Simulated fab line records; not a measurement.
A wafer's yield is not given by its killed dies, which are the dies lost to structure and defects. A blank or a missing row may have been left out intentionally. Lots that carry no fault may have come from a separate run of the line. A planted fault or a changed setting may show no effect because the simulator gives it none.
The tool behind it: which one? | flow nand-harc | 24 lots, 72 wafers sampled, at 4 steps of a route of 1302

WHAT THE GAUGES SHOWED, per wafer
NHARC_P_M0_INSPECT_11.
lot  | measured     | on                | raw-defect-count
L074 | day 6 11:14  | defect-inspect-01 | 4 2 1
L076 | day 6 16:56  | defect-inspect-01 | 5 2 3
L075 | day 6 17:49  | defect-inspect-01 | 1 4 4
L078 | day 7 18:13  | defect-inspect-01 | 6 3 0
L077 | day 7 20:02  | defect-inspect-01 | 5 5 2
L079 | day 8 11:40  | defect-inspect-01 | 2 7 5
L080 | day 8 12:29  | defect-inspect-02 | 3 2 2
L081 | day 9 01:26  | defect-inspect-02 | 3 2 2
L082 | day 9 07:20  | defect-inspect-02 | 3 5 0
L083 | day 9 16:04  | defect-inspect-02 | 4 5 7
L084 | day 10 11:33 | defect-inspect-01 | 6 5 2
L085 | day 10 15:19 | defect-inspect-01 | 12 6 15
L086 | day 10 19:23 | defect-inspect-01 | 2 2 8
L087 | day 11 15:24 | defect-inspect-01 | 5 2 2
L088 | day 12 08:15 | defect-inspect-02 | 4 5 10
L089 | day 12 09:05 | defect-inspect-01 | 5 9 5
L090 | day 12 20:02 | defect-inspect-02 | 3 10 10
L091 | day 13 02:02 | defect-inspect-01 | 3 4 9
L092 | day 13 11:16 | defect-inspect-02 | 3 6 3
L093 | day 14 02:01 | defect-inspect-02 | 5 3 3
L094 | day 14 08:25 | defect-inspect-02 | 3 1 2
L095 | day 14 15:22 | defect-inspect-01 | 5 4 2
L096 | day 15 02:42 | defect-inspect-02 | 7 9 6
L097 | day 15 19:19 | defect-inspect-01 | 1 3 3

WHICH TOOL RAN EACH LOT (tool, then ch and the chambers of the sampled wafers, then the start)
lot  | NHARC_P_GATE_RTA_64              | NHARC_P_CONTACT_DEP_30          | NHARC_P_CONTACT_DEGAS_38
L074 | rtp-anneal-01 ch 0, day 6 04:02  | pecvd-02 ch 0,1, day 6 05:19    | pvd-sputter-01, day 6 08:40
L076 | rtp-anneal-01 ch 0, day 6 09:59  | pecvd-02 ch 0,2, day 6 11:22    | pvd-sputter-03, day 6 14:32
L075 | rtp-anneal-01 ch 0, day 6 10:47  | pecvd-04 ch 0,1, day 6 12:07    | pvd-sputter-02, day 6 15:25
L078 | rtp-anneal-02 ch 0, day 7 10:57  | pecvd-03 ch 1,2, day 7 12:23    | pvd-sputter-02, day 7 15:49
L077 | rtp-anneal-02 ch 0, day 7 12:53  | pecvd-02 ch 1,2, day 7 14:11    | pvd-sputter-02, day 7 17:30
L079 | rtp-anneal-01 ch 0, day 8 04:28  | pecvd-02 ch 0,1, day 8 05:48    | pvd-sputter-01, day 8 09:07
L080 | rtp-anneal-01 ch 0, day 8 05:18  | pecvd-03 ch 0,1,2, day 8 06:37  | pvd-sputter-02, day 8 09:56
L081 | rtp-anneal-02 ch 0, day 8 17:49  | pecvd-04 ch 0,2, day 8 19:36    | pvd-sputter-03, day 8 22:53
L082 | rtp-anneal-01 ch 0, day 9 00:15  | pecvd-02 ch 0,1,2, day 9 01:35  | pvd-sputter-03, day 9 04:55
L083 | rtp-anneal-02 ch 0, day 9 07:53  | pecvd-03 ch 0,2, day 9 09:14    | pvd-sputter-01, day 9 12:30
L084 | rtp-anneal-02 ch 0, day 10 04:13 | pecvd-03 ch 0,1,2, day 10 05:32 | pvd-sputter-02, day 10 08:56
L085 | rtp-anneal-02 ch 0, day 10 08:13 | pecvd-04 ch 1,2, day 10 09:38   | pvd-sputter-02, day 10 12:55
L086 | rtp-anneal-02 ch 0, day 10 12:17 | pecvd-03 ch 0,1,2, day 10 13:37 | pvd-sputter-02, day 10 16:52
L087 | rtp-anneal-02 ch 0, day 11 08:31 | pecvd-03 ch 0,2, day 11 09:50   | pvd-sputter-03, day 11 13:01
L088 | rtp-anneal-01 ch 0, day 12 00:58 | pecvd-03 ch 1,2, day 12 02:19   | pvd-sputter-02, day 12 05:45
L089 | rtp-anneal-02 ch 0, day 12 01:38 | pecvd-04 ch 1,2, day 12 03:02   | pvd-sputter-03, day 12 06:11
L090 | rtp-anneal-02 ch 0, day 12 13:00 | pecvd-02 ch 0,1,2, day 12 14:23 | pvd-sputter-03, day 12 17:38
L091 | rtp-anneal-01 ch 0, day 12 19:09 | pecvd-03 ch 0,2, day 12 20:27   | pvd-sputter-01, day 12 23:40
L092 | rtp-anneal-02 ch 0, day 13 03:46 | pecvd-04 ch 0,1,2, day 13 05:37 | pvd-sputter-02, day 13 08:44
L093 | rtp-anneal-01 ch 0, day 13 18:47 | pecvd-03 ch 0,1,2, day 13 20:10 | pvd-sputter-03, day 13 23:28
L094 | rtp-anneal-02 ch 0, day 14 01:22 | pecvd-04 ch 0,1,2, day 14 02:41 | pvd-sputter-02, day 14 05:52
L095 | rtp-anneal-02 ch 0, day 14 08:18 | pecvd-03 ch 0,2, day 14 09:40   | pvd-sputter-01, day 14 12:50
L096 | rtp-anneal-01 ch 0, day 14 19:47 | pecvd-02 ch 0,1,2, day 14 21:07 | pvd-sputter-03, day 15 00:19
L097 | rtp-anneal-01 ch 0, day 15 11:47 | pecvd-03 ch 1,2, day 15 13:14   | pvd-sputter-01, day 15 16:37
- NHARC_P_GATE_RTA_64: time 1 s.
- NHARC_P_CONTACT_DEP_30: deposits SiNx, target thk 30 nm.
- NHARC_P_CONTACT_DEGAS_38: time 60 s.

AS READ BY THE TOOLS THEMSELVES (means over the sampled wafers that have a number; for cases with no such wafer, the mark the record gives instead)
NHARC_P_GATE_RTA_64.
lot  | tool          | lamp-power-pct (%) | lamp_zone_5_pct (%) | lamp_zone_6_pct (%) | wafer_temp_C_max
L074 | rtp-anneal-01 | 36.41              | 36.39               | 36.38               | 1057.0
L076 | rtp-anneal-01 | 36.36              | 36.39               | 36.34               | 1056.2
L075 | rtp-anneal-01 | 36.42              | 36.44               | 36.36               | 1056.8
L078 | rtp-anneal-02 | 36.37              | 36.34               | 36.23               | 1054.6
L077 | rtp-anneal-02 | 36.29              | 36.34               | 36.27               | 1053.9
L079 | rtp-anneal-01 | 36.42              | 36.42               | 36.35               | 1056.4
L080 | rtp-anneal-01 | 36.42              | 36.40               | 36.33               | 1057.3
L081 | rtp-anneal-02 | 36.33              | 36.35               | 36.30               | 1055.3
L082 | rtp-anneal-01 | 36.38              | 36.41               | 36.38               | 1055.4
L083 | rtp-anneal-02 | 36.33              | 36.35               | 36.23               | 1054.2
L084 | rtp-anneal-02 | 36.36              | 36.33               | 36.29               | 1054.1
L085 | rtp-anneal-02 | 36.36              | 36.34               | 36.29               | 1054.5
L086 | rtp-anneal-02 | 36.34              | 36.31               | 36.27               | 1053.8
L087 | rtp-anneal-02 | 36.32              | 36.36               | 36.27               | 1053.9
L088 | rtp-anneal-01 | 36.41              | 36.41               | 36.35               | 1056.3
L089 | rtp-anneal-02 | 36.33              | 36.37               | 36.26               | 1055.0
L090 | rtp-anneal-02 | 36.31              | 36.31               | 36.24               | 1053.6
L091 | rtp-anneal-01 | 36.40              | 36.44               | 36.34               | 1056.4
L092 | rtp-anneal-02 | 36.34              | 36.30               | 36.29               | 1053.8
L093 | rtp-anneal-01 | 36.39              | 36.38               | 36.34               | 1056.7
L094 | rtp-anneal-02 | 36.35              | 36.35               | 36.23               | 1054.5
L095 | rtp-anneal-02 | 36.35              | 36.36               | 36.29               | 1053.9
L096 | rtp-anneal-01 | 36.39              | 36.40               | 36.31               | 1055.4
L097 | rtp-anneal-01 | 36.29              | 36.37               | 36.25               | 1055.8

NHARC_P_CONTACT_DEP_30.
lot  | tool     | heater-power-w (W)
L074 | pecvd-02 | 792
L076 | pecvd-02 | 838
L075 | pecvd-04 | 724
L078 | pecvd-03 | 760
L077 | pecvd-02 | 781
L079 | pecvd-02 | 752
L080 | pecvd-03 | 744
L081 | pecvd-04 | 742
L082 | pecvd-02 | 814
L083 | pecvd-03 | 701
L084 | pecvd-03 | 694
L085 | pecvd-04 | 617
L086 | pecvd-03 | 777
L087 | pecvd-03 | 731
L088 | pecvd-03 | 858
L089 | pecvd-04 | 660
L090 | pecvd-02 | 799
L091 | pecvd-03 | 812
L092 | pecvd-04 | 632
L093 | pecvd-03 | 701
L094 | pecvd-04 | 681
L095 | pecvd-03 | 769
L096 | pecvd-02 | 753
L097 | pecvd-03 | 737

NHARC_P_CONTACT_DEGAS_38.
lot  | tool           | heater-power-w (W)
L074 | pvd-sputter-01 | 472
L076 | pvd-sputter-03 | 415
L075 | pvd-sputter-02 | 434
L078 | pvd-sputter-02 | 479
L077 | pvd-sputter-02 | 433
L079 | pvd-sputter-01 | 450
L080 | pvd-sputter-02 | 425
L081 | pvd-sputter-03 | 408
L082 | pvd-sputter-03 | 399
L083 | pvd-sputter-01 | 440
L084 | pvd-sputter-02 | 441
L085 | pvd-sputter-02 | 447
L086 | pvd-sputter-02 | 449
L087 | pvd-sputter-03 | 406
L088 | pvd-sputter-02 | 476
L089 | pvd-sputter-03 | 443
L090 | pvd-sputter-03 | 445
L091 | pvd-sputter-01 | 495
L092 | pvd-sputter-02 | 446
L093 | pvd-sputter-03 | 407
L094 | pvd-sputter-02 | 440
L095 | pvd-sputter-01 | 469
L096 | pvd-sputter-03 | 413
L097 | pvd-sputter-01 | 516

THE ANSWER, worked out from the rows above alone
Rule: the lots themselves supply what counts as usual. Put in order of their means at a reading, lots are off if they are a third of the lots or fewer, leave a main group of 4 or more, and stand apart from it by a gap of 3 or more times the standard deviation of the main group's means; of several such gaps the widest counts. A main group is skipped when, at the precision printed for the reading in the tables above, its means are all equal. A lot without any number at a reading at which 4 lots or more have one is off too. Where the step has rows for the other lots, those lots are counted as sound. Order of review: gauges by route order, followed by the tools' own readings, for which a lot's mean as printed above is used. The first step at which some lot is off is used, and at that step the reading that is off furthest; a lot without a number counts as furthest.
None of the lots is off at any reading shown; this tells nothing.

WHAT THE SIMULATOR HAD INSERTED
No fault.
